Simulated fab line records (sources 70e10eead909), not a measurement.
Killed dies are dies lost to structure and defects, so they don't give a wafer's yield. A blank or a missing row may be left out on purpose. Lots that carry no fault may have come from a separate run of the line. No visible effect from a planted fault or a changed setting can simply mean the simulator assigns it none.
Chamber matching | flow nand harc | pecvd-01 running NHARC_A_CONTACT_DEP_29: 3 sister chambers
The step deposits SiON, target thk 70 nm. 14 wafers are shown with their chamber, then 7 later ones without.

WAFERS PAIRED WITH THEIR CHAMBERS
wafer  | chamber | heater power w (W) | heater power outer w (W)
L483.1 | 2       | 779                | 480
L483.2 | 1       | 923                | 536
L483.3 | 1       | 920                | 532
L484.1 | 1       | 910                | 511
L484.2 | 2       | 683                | 403
L484.3 | 1       | 908                | 514
L485.1 | 2       | 764                | 468
L485.4 | 2       | 755                | 467
L485.6 | 0       | 790                | 456
L490.2 | 0       | 755                | 444
L490.3 | 2       | 786                | 476
L490.4 | 0       | 758                | 442
L495.3 | 1       | 860                | 483
L495.4 | 0       | 798                | 455

SIGNATURES (averages over the wafers above)
reading              | chamber 0 | chamber 1 | chamber 2 | scatter within a chamber
heater power w       | 775.25    | 904.20    | 753.40    | 31.4
heater power outer w | 449.25    | 515.20    | 458.80    | 23.2
Rule: for each reading, subtract the chamber's mean from the wafer's reading, divide by that reading's scatter and square the result; add these up over the readings and take the root, which gives the wafer's distance from the chamber. If the next closest chamber is less than 2 further off than the closest, the wafer can't be placed; otherwise it belongs to the closest. How the scatter is found: for the shown wafers, subtract from each reading the mean of its chamber, square and add these, divide the total by (wafers less chambers), then take the root.

WAFERS WITHOUT THEIR CHAMBER
wafer  | heater power w (W) | heater power outer w (W)
L495.6 | 852                | 485
L496.4 | 700                | 431
L496.5 | 676                | 376
L496.6 | 839                | 459
L505.4 | 804                | 465
L505.5 | 843                | 501
L505.6 | 902                | 508

CHAMBER TAKEN BY EACH
wafer  | from the rows above          | in truth
L495.6 | can't be placed: 1 or 0 or 2 | 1
L496.4 | can't be placed: 2 or 0      | 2
L496.5 | can't be placed: 2 or 0      | 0
L496.6 | can't be placed: 0 or 2 or 1 | 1
L505.4 | can't be placed: 0 or 2      | 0
L505.5 | can't be placed: 1 or 0 or 2 | 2
L505.6 | 1                            | 1
Placed correctly: 1 of 7. Cannot be placed on the basis of these rows: 6; the candidates contain the true chamber in 6. 0 placed wrongly.
